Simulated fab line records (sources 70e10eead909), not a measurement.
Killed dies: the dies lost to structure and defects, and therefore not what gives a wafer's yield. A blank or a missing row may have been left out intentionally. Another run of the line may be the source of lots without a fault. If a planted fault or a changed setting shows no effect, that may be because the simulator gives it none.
fab line records ; flow nand-harc ; part 2 of 2: steps 23 to 31 of 31
record: lots: 5; wafers: 15; last-day: 32
route steps=1302 shown A_STAIRCASE@816
lots that met no fault: taken from a fault-free run of the same line
start-h: hours from the record's opening day to when the first of the lot's shown wafers began ; wait-h: hours elapsed since this lot's preceding step ; " unchanged from the row above ; L1.1+2: one row covering several wafers at once ; - value missing, or start not given ; * or withheld: withheld ; < > ~ a bound
route shown NAME@n: NAME is a module with steps in the file, n the number in the route of the first one ; usual: mean/standard deviation of fault-free wafers ; same: alike in all rows ; chamber/n: place in a boat ; sites: each site's reading ; _std_site: their standard deviation ; _edge_site: the outer-site mean with the inner-site mean subtracted ; radius-mm: how far each site lies from the wafer's centre ; mask NAME#n: copy n ; behind: the tool/chamber that last shaped the wafer ; hold: why the lot went on hold/how many hours it stayed there/how the hold came to an end ; device: names the non-switching transistor (n, p or np) ; end of line: tests run on the same wafers once the route is complete ; a step with no rows: only its recipe ; killed: count of dies lost to structure and defects at first sort (not the wafer's yield) ; map: a wafer's dies, marking killed ones x, the rest . and places with no die _
set.NAME: the setting as run; set.NAME@STEP: as run at that earlier step ; model.NAME: the simulator's own value behind a step, which no gauge read
certain route steps with their lots: each step a table, each wafer a row
services: a tool's chamber out of use, with start hour (start-h, from the record's first day; less than 0 if before it), hours out, and reason
== steps ==
step: NHARC_A_STAIRCASE_ALD_415
recipe: target-thk-a: 300; pulse-time-s: 6; ald-cycles: 300; temp-c: 300; material: SiO2
usual: heater-power-w: 478/45; precursor-pulse-height-rel: 0.999/0.019
lot.wafer;tool;chamber;start-h;wait-h;heater-power-w;precursor-pulse-height-rel
L084.4;ald-hk-03;3;486.84;1.7;429;1.013
L084.2;ald-hk-03;1;486.84;1.7;524;0.965
L084.6;ald-hk-03;3;486.84;1.7;436;0.983
L085.4;ald-hk-02;2;495.43;0.1;529;0.988
L085.1;ald-hk-02;0;495.43;0.1;503;1.035
L085.5;ald-hk-02;3;495.43;0.1;449;0.991
L092.4;ald-hk-03;3;560.19;0.3;434;1.010
L092.2;ald-hk-03;0;560.19;0.3;436;0.984
L092.5;ald-hk-03;2;560.19;0.3;510;0.976
L091.1;ald-hk-01;1;560.96;0.3;562;1.009
L091.2;ald-hk-01;3;560.96;0.3;439;1.001
L091.5;ald-hk-01;0;560.96;0.3;451;1.026
L093.1;ald-hk-02;1;581.46;0.1;457;0.987
L093.4;ald-hk-02;2;581.46;0.1;514;0.971
L093.2;ald-hk-02;0;581.46;0.1;517;0.984
step: NHARC_A_STAIRCASE_ETCHBACK_416
recipe: target-depth-a: 360; time-s: 7.2; c4f8-flow-sccm: withheld; o2-flow-sccm: 8; ar-flow-sccm: withheld; rf-w: 600; bias-w: 800; chemistry: C4F8/O2/Ar
usual: oes-product-au: 0.933/0.022; rf-vpp-V: 721/4.1
lot.wafer;tool;chamber;start-h;wait-h;oes-product-au;rf-hours-counter-h;rf-vpp-V
L084.2;rie-diel-07;2;-;-;0.988;2;723
L084.4;rie-diel-07;3;-;-;0.999;2;719
L084.6;rie-diel-07;0;-;-;0.996;-;728
L085.1;rie-diel-10;2;-;-;0.930;15;716
L085.4;rie-diel-10;1;-;-;0.928;21;720
L085.5;rie-diel-10;2;-;-;0.929;-;717
L092.2;rie-diel-10;2;-;-;0.925;45;716
L092.4;rie-diel-10;1;-;-;0.921;47;720
L092.5;rie-diel-10;2;-;-;0.917;-;716
L091.1;rie-diel-10;3;-;-;0.921;39;719
L091.2;rie-diel-10;0;-;-;0.922;44;724
L091.5;rie-diel-10;2;-;-;0.921;-;716
L093.2;rie-diel-07;0;-;-;0.934;24;728
L093.4;rie-diel-07;1;-;-;0.922;27;719
L093.1;rie-diel-07;2;-;-;0.924;30;722
step: NHARC_A_STAIRCASE_STRIP_476
recipe: time-s: 20; o2-flow-sccm: 500; ar-flow-sccm: 0; bias-w: 0; chemistry: O2
usual: drypump-motor-current-A: 5.7/0.5; oes-product-au: 1.001/0.0062; rf-vpp-V: 57.6/0.94; showerhead-plenum-p-Torr: 3.46/0.13; throttle-valve-pct: 17.036/0.0096
lot.wafer;tool;chamber;start-h;wait-h;drypump-motor-current-A;oes-product-au;rf-hours-counter-h;rf-vpp-V;showerhead-plenum-p-Torr;throttle-valve-pct
L084.4;rie-diel-07;0;488.77;0.1;6.5;1.011;1;58.4;3.71;17.037
L084.2;rie-diel-07;2;488.77;0.1;5.9;1.001;2;58.4;3.48;17.039
L084.6;rie-diel-07;1;488.77;0.1;5.7;1.005;-;56.3;3.44;17.043
L085.4;rie-diel-10;1;497.59;0.1;5.1;1.002;21;57.1;3.40;17.047
L085.1;rie-diel-10;3;497.59;0.1;5.5;1.008;16;56.6;3.39;17.024
L085.5;rie-diel-10;2;497.59;0.1;6.0;1.008;-;57.1;3.32;17.042
L092.2;rie-diel-10;3;562.12;0.1;5.6;0.991;39;56.7;3.38;17.022
L092.4;rie-diel-10;1;562.12;0.1;5.2;0.996;47;57.0;3.39;17.033
L092.5;rie-diel-10;3;562.12;0.1;5.5;0.994;-;57.2;3.38;17.029
L091.1;rie-diel-10;3;562.89;0.1;5.6;0.986;39;57.8;3.38;17.014
L091.2;rie-diel-10;2;562.89;0.1;6.0;1.003;45;57.9;3.30;17.042
L091.5;rie-diel-10;0;562.89;0.1;6.3;1.009;-;57.8;3.51;17.047
L093.2;rie-diel-07;3;583.63;0.1;6.2;1.002;34;56.7;3.37;17.025
L093.4;rie-diel-07;0;583.63;0.1;6.5;1.004;24;58.0;3.69;17.030
L093.1;rie-diel-07;1;583.63;0.1;5.7;0.997;27;58.3;3.43;17.034
step: NHARC_A_STAIRCASE_DEP_417
recipe: target-thk-a: 600; step-coverage-pct: 20; temp-c: 400; target-thk-nm: 60; flow-sccm: 200; rf-w: 450; material: Si3N4
usual: heater-power-w: 793/81
lot.wafer;tool;chamber;start-h;wait-h;heater-power-w
L084.2;pecvd-04;1;488.90;-;835
L084.4;pecvd-04;0;488.90;-;729
L084.6;pecvd-04;2;488.90;-;822
L085.1;pecvd-04;2;497.73;-;908
L085.5;pecvd-04;1;497.73;-;746
L085.4;pecvd-04;0;497.73;-;857
L092.2;pecvd-02;2;562.30;-;757
L092.4;pecvd-02;2;562.30;-;762
L092.5;pecvd-02;0;562.30;-;955
L091.2;pecvd-04;2;563.03;-;839
L091.1;pecvd-04;0;563.03;-;873
L091.5;pecvd-04;2;563.03;-;850
L093.1;pecvd-01;2;583.77;-;686
L093.2;pecvd-01;0;583.77;-;919
L093.4;pecvd-01;1;583.77;-;702
step: NHARC_A_STAIRCASE_WET_418
recipe: temp-c: 160; target-depth-a: 200; chemistry: H3PO4
usual: temp-c: 159.97/0.15
lot.wafer;tool;chamber;start-h;wait-h;temp-c
L084.2;wet-h3po4-02;0;490.86;-;160.02
L084.4;wet-h3po4-02;0;490.86;-;160.08
L084.6;wet-h3po4-02;0;490.86;-;159.91
L085.1;wet-h3po4-02;1;499.68;-;159.90
L085.4;wet-h3po4-02;1;499.68;-;160.10
L085.5;wet-h3po4-02;1;499.68;-;159.99
L091.1;wet-h3po4-02;1;564.30;-;159.95
L091.2;wet-h3po4-02;1;564.30;-;159.68
L091.5;wet-h3po4-02;1;564.30;-;159.79
L092.2;wet-h3po4-02;1;564.30;-;160.18
L092.4;wet-h3po4-02;1;564.30;-;159.89
L092.5;wet-h3po4-02;1;564.30;-;160.05
L093.1;wet-h3po4-02;1;585.71;-;159.69
L093.2;wet-h3po4-02;1;585.71;-;159.84
L093.4;wet-h3po4-02;1;585.71;-;159.72
step: NHARC_A_STAIRCASE_PRECLEAN_419
recipe: time-s: *; temp-c: 50; bath-age-min: 0; chemistry: SC1
usual: diw-flow-mL-min: 1415/3.9; sc1-h2o2-end-mol-l: 0.3697/0.00074; temp-c: 50.01/0.13
lot.wafer;tool;chamber;start-h;wait-h;diw-flow-mL-min;sc1-h2o2-end-mol-l;temp-c
L084.2;wet-bench-06;3;491.42;0.0;1416;0.3695;49.87
L084.6;wet-bench-06;4;491.42;0.0;1413;0.3699;50.26
L084.4;wet-bench-06;7;491.42;0.0;1417;0.3687;50.03
L085.5;wet-bench-03;4;500.25;0.0;1412;0.3698;50.02
L085.1;wet-bench-03;5;500.25;0.0;1414;0.3692;50.18
L085.4;wet-bench-03;0;500.25;0.0;1419;0.3697;49.92
L092.4;wet-bench-04;1;564.88;0.0;1420;0.3698;49.82
L092.5;wet-bench-04;4;564.88;0.0;1413;0.3702;50.11
L092.2;wet-bench-04;5;564.88;0.0;1416;0.3695;49.94
L091.2;wet-bench-06;6;564.88;0.0;1411;0.3704;50.01
L091.5;wet-bench-06;7;564.88;0.0;1418;0.3713;50.15
L091.1;wet-bench-06;0;564.88;0.0;1419;0.3687;50.03
L093.2;wet-bench-03;2;586.28;0.0;1417;0.3710;50.05
L093.1;wet-bench-03;5;586.28;0.0;1418;0.3691;49.96
L093.4;wet-bench-03;6;586.28;0.0;1413;0.3696;49.98
step: NHARC_A_STAIRCASE_SRD_421
lot.wafer;tool;chamber;start-h;wait-h
L084.2+6+4;wet-bench-06;3,4,7;-;-
L085.5+1+4;wet-bench-03;4,5,0;-;-
L092.4+5+2;wet-bench-04;1,4,5;-;-
L091.2+5+1;wet-bench-06;6,7,0;-;-
L093.2+1+4;wet-bench-03;2,5,6;-;-
step: NHARC_A_STAIRCASE_ALD_420
recipe: target-thk-a: 200; pulse-time-s: 6; ald-cycles: 200; temp-c: 300; material: SiO2
usual: heater-power-w: 478/47; precursor-pulse-height-rel: 1.002/0.021
lot.wafer;tool;chamber;start-h;wait-h;heater-power-w;precursor-pulse-height-rel
L084.4;ald-hk-03;1;491.56;-;527;1.010
L084.2;ald-hk-03;3;491.56;-;428;1.008
L084.6;ald-hk-03;2;491.56;-;510;1.002
L085.4;ald-hk-03;2;500.55;-;516;1.009
L085.1;ald-hk-03;0;500.55;-;428;1.006
L085.5;ald-hk-03;1;500.55;-;518;0.948
L092.2;ald-hk-02;0;565.01;-;486;0.994
L092.4;ald-hk-02;3;565.01;-;448;0.996
L092.5;ald-hk-02;0;565.01;-;502;1.000
L091.2;ald-hk-03;2;565.17;-;524;0.983
L091.1;ald-hk-03;3;565.17;-;430;1.028
L091.5;ald-hk-03;1;565.17;-;533;1.008
L093.4;ald-hk-01;3;586.42;-;452;1.016
L093.1;ald-hk-01;0;586.42;-;437;0.996
L093.2;ald-hk-01;2;586.42;-;457;0.999
step: NHARC_A_STAIRCASE_CVD_552
recipe: target-thk-a: 400; temp-c: 700; pressure-mtorr: 300; material: SiNx
lot.wafer;tool;chamber;start-h;wait-h
L084.2+4+6;lpcvd-01;1;-;-
L085.1+4+5;lpcvd-01;0;-;-
L091.1+2+5;lpcvd-01;1;-;-
L092.2+4+5;lpcvd-01;1;-;-
L093.1+2+4;lpcvd-01;1;-;-
== services ==
tool;chamber;start-h;hours;kind
pecvd-04;-;465.44;0.2;repair
rie-diel-07;-;468.92;0.6;repair
rie-diel-07;-;471.23;9.0;pm
litho-track-05;-;474.00;7.0;pm
ald-hk-01;-;475.62;10.0;pm
acl-dep-03;-;482.37;13.0;pm
rie-diel-04;0;488.14;4.4;repair
pecvd-01;-;492.25;13.0;pm
rie-diel-04;1;492.65;4.0;repair
krf-scanner-04;-;513.78;0.4;repair
pecvd-01;-;522.38;0.6;repair
krf-scanner-04;-;526.00;4.0;pm
ald-hk-02;-;527.63;10.0;pm
rie-diel-04;-;532.41;9.0;pm
wet-bench-06;-;545.60;8.0;pm
rie-diel-07;-;550.42;0.9;repair
acl-dep-01;-;557.11;13.0;pm
wet-bench-03;-;562.40;8.0;pm
rie-diel-07;0;562.55;12.0;repair
krf-scanner-03;-;568.00;4.0;pm
wet-bench-04;-;569.20;1.8;repair
ald-hk-03;-;569.36;10.0;pm
litho-track-02;-;577.00;7.0;pm
wet-bench-04;-;579.31;8.0;pm
